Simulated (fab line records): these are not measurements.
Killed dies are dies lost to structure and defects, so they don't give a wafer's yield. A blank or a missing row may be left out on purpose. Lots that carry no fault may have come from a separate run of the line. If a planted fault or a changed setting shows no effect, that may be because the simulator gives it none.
Which tool was responsible? | flow nand_harc | 13 lots with 39 wafers sampled at 6 steps, on a route of 1302 steps

== WHAT THE GAUGES SHOWED, per wafer ==
NHARC_P_M2_INSPECT_27.
lot  | measured     | on                | raw_defect_count
L775 | day 6 07:01  | defect_inspect-01 | 250 223 245
L778 | day 7 13:17  | defect_inspect-02 | 339 339 321
L779 | day 8 07:05  | defect_inspect-02 | 281 392 327
L781 | day 9 01:43  | defect_inspect-02 | 316 319 430
L782 | day 9 04:56  | defect_inspect-02 | 455 429 342
L783 | day 9 20:11  | defect_inspect-01 | 350 337 209
L784 | day 10 02:26 | defect_inspect-01 | 268 265 212
L785 | day 10 22:04 | defect_inspect-02 | 349 256 184
L786 | day 11 00:35 | defect_inspect-02 | 227 249 217
L787 | day 11 17:49 | defect_inspect-01 | 174 297 302
L788 | day 11 23:50 | defect_inspect-01 | 264 340 324
L795 | day 14 20:26 | defect_inspect-01 | 289 213 196
L797 | day 15 17:18 | defect_inspect-01 | 377 559 321

NHARC_A_ZERO_WELL_CD_MEAS_10: the cd target is 2000 nm.
lot  | measured     | on        | cd_nm (nm)
L775 | day 6 12:57  | cd_sem-02 | 2000.9 1998.9 1999.0
L778 | day 7 19:02  | cd_sem-03 | 2000.7 2001.1 2000.4
L779 | day 8 13:22  | cd_sem-03 | 1998.8 2000.5 1999.4
L781 | day 9 07:44  | cd_sem-02 | 2000.8 1999.2 1999.4
L782 | day 9 10:46  | cd_sem-01 | 1997.7 1998.5 2000.3
L783 | day 10 01:54 | cd_sem-03 | 2002.8 1999.9 1999.2
L784 | day 10 08:21 | cd_sem-01 | 2002.0 2001.6 2005.0
L785 | day 11 03:53 | cd_sem-03 | 2000.8 2000.5 1998.9
L786 | day 11 06:34 | cd_sem-03 | 1999.0 1999.3 2002.1
L787 | day 12 02:14 | cd_sem-02 | 1997.2 2000.4 2000.0
L788 | day 12 05:38 | cd_sem-01 | 2001.9 2004.2 2003.0
L795 | day 15 02:17 | cd_sem-01 | 1999.4 2002.4 2001.9
L797 | day 15 23:04 | cd_sem-03 | 1999.6 2001.3 2002.4

NHARC_A_ONON_D1_THK_MEAS_08: measures by ellipsometry.
lot  | measured     | on            | thk_nm (nm)
L775 | day 7 12:01  | film_metro-02 | 1011 1011 1011
L778 | day 8 20:38  | film_metro-02 | 987 988 988
L779 | day 9 16:22  | film_metro-02 | 1030 1032 1029
L781 | day 10 06:56 | film_metro-02 | 971 970 970
L782 | day 10 06:56 | film_metro-01 | 996 998 996
L783 | day 11 03:07 | film_metro-02 | 990 990 988
L784 | day 11 07:03 | film_metro-01 | 996 995 996
L785 | day 12 02:22 | film_metro-02 | 979 979 980
L786 | day 12 06:38 | film_metro-01 | 1001 1002 1001
L787 | day 13 01:22 | film_metro-02 | 995 996 996
L788 | day 13 04:53 | film_metro-02 | 993 993 992
L795 | day 16 00:02 | film_metro-01 | 1820 1818 1818
L797 | day 16 22:17 | film_metro-01 | 1813 1813 1814

NHARC_END_SORT_01.
lot  | measured     | on        | killed_at_array | killed_at_other | killed_at_periphery | killed_dies | killed_open | killed_short
L795 | day 33 01:43 | prober-02 | 668 673 668     | 1 0 0           | 8 4 9               | 677 677 677 | 8 2 5       | 1 1 1
L797 | day 33 12:03 | prober-02 | 669 674 673     | 0 0 0           | 8 3 4               | 677 677 677 | 3 0 2       | 2 1 2

== WHICH TOOL RAN EACH LOT (tool, then ch and the chambers of the sampled wafers, then the start) ==
lot  | NHARC_P_M2_PRE_CLEAN_32         | NHARC_A_ONON_D1_DEP_06
L775 | pecvd-02 ch 0,1,2, day 6 07:08  | pecvd_onon-04 ch 0, day 7 11:41
L778 | pecvd-01 ch 0,1,2, day 7 13:21  | pecvd_onon-04 ch 0, day 8 20:08
L779 | pecvd-04 ch 0,2, day 8 07:11    | pecvd_onon-01 ch 0, day 9 15:51
L781 | pecvd-04 ch 0,1,2, day 9 01:47  | pecvd_onon-02 ch 0, day 10 06:28
L782 | pecvd-02 ch 0,1,2, day 9 05:01  | pecvd_onon-01 ch 0, day 10 06:25
L783 | pecvd-02 ch 0,2, day 9 20:16    | pecvd_onon-01 ch 0, day 11 02:39
L784 | pecvd-04 ch 0,1, day 10 02:30   | pecvd_onon-02 ch 0, day 11 06:32
L785 | pecvd-04 ch 0,1,2, day 10 22:09 | pecvd_onon-04 ch 0, day 12 01:54
L786 | pecvd-04 ch 0,2, day 11 00:38   | pecvd_onon-04 ch 0, day 12 06:14
L787 | pecvd-02 ch 0,2, day 11 17:53   | pecvd_onon-01 ch 0, day 13 00:56
L788 | pecvd-02 ch 0,1,2, day 11 23:55 | pecvd_onon-04 ch 0, day 13 04:23
L795 | pecvd-02 ch 0,1,2, day 14 20:31 | pecvd_onon-04 ch 0, day 15 23:35
L797 | pecvd-04 ch 0,1,2, day 15 17:22 | pecvd_onon-04 ch 0, day 16 21:47
- NHARC_P_M2_PRE_CLEAN_32: time 12 s.
- NHARC_A_ONON_D1_DEP_06: target thk 1000 nm.

== AS READ BY THE TOOLS THEMSELVES (means over the sampled wafers that have a number; for cases with no such wafer, the mark the record gives instead) ==
NHARC_P_M2_PRE_CLEAN_32.
lot  | tool     | heater_power_w (W) | susceptor_temp_C (C)
L775 | pecvd-02 | 620                | 369.96
L778 | pecvd-01 | 660                | 369.94
L779 | pecvd-04 | 609                | 369.91
L781 | pecvd-04 | 545                | 369.88
L782 | pecvd-02 | 619                | 369.98
L783 | pecvd-02 | 563                | 369.85
L784 | pecvd-04 | 636                | 370.12
L785 | pecvd-04 | 555                | 370.11
L786 | pecvd-04 | 629                | 370.13
L787 | pecvd-02 | 621                | 369.93
L788 | pecvd-02 | 625                | 369.99
L795 | pecvd-02 | 567                | 370.05
L797 | pecvd-04 | 558                | 370.13

NHARC_A_ONON_D1_DEP_06.
lot  | tool          | susceptor_temp_C (C)
L775 | pecvd_onon-04 | 399.95
L778 | pecvd_onon-04 | 400.23
L779 | pecvd_onon-01 | 399.89
L781 | pecvd_onon-02 | 399.79
L782 | pecvd_onon-01 | 400.19
L783 | pecvd_onon-01 | 399.98
L784 | pecvd_onon-02 | 399.97
L785 | pecvd_onon-04 | 400.01
L786 | pecvd_onon-04 | 400.04
L787 | pecvd_onon-01 | 399.94
L788 | pecvd_onon-04 | 400.15
L795 | pecvd_onon-04 | 400.18
L797 | pecvd_onon-04 | 400.34

== THE ANSWER, worked out from the rows above alone ==
Rule: what is usual is taken from the lots themselves. The widest of any qualifying gaps counts: lots, ordered by their means at a reading, are off when they make up no more than a third of the lots, leave a main group of 4 or more, and stand apart from it by 3 or more times the standard deviation of that group's means. The tables above print the reading to a certain number of digits; a main group whose means all agree to those digits is not used. A lot without any number at a reading at which 4 lots or more have one is off too. Where the step has rows for the other lots, those lots are counted as sound. Order of review: gauges by route order, followed by the tools' own readings, for which a lot's mean as printed above is used. At the first step where some lot is off, the reading lying furthest off is the one used; lots without a number count as furthest.
Off, at NHARC_A_ONON_D1_THK_MEAS_08 on thk_nm: L795, L797. The main group: mean 995 nm, standard deviation 15.
If a tool, at a process step before that reading, ran all the lots that are off and no sound lot after the first of them, it fits. The gauges at NHARC_A_ONON_D1_THK_MEAS_08 are tried like those tools. 2 tools fit, pecvd_onon-04 at NHARC_A_ONON_D1_DEP_06 and film_metro-01 at NHARC_A_ONON_D1_THK_MEAS_08, so this cannot tell which one it is.

== WHAT THE SIMULATOR PUT IN ==
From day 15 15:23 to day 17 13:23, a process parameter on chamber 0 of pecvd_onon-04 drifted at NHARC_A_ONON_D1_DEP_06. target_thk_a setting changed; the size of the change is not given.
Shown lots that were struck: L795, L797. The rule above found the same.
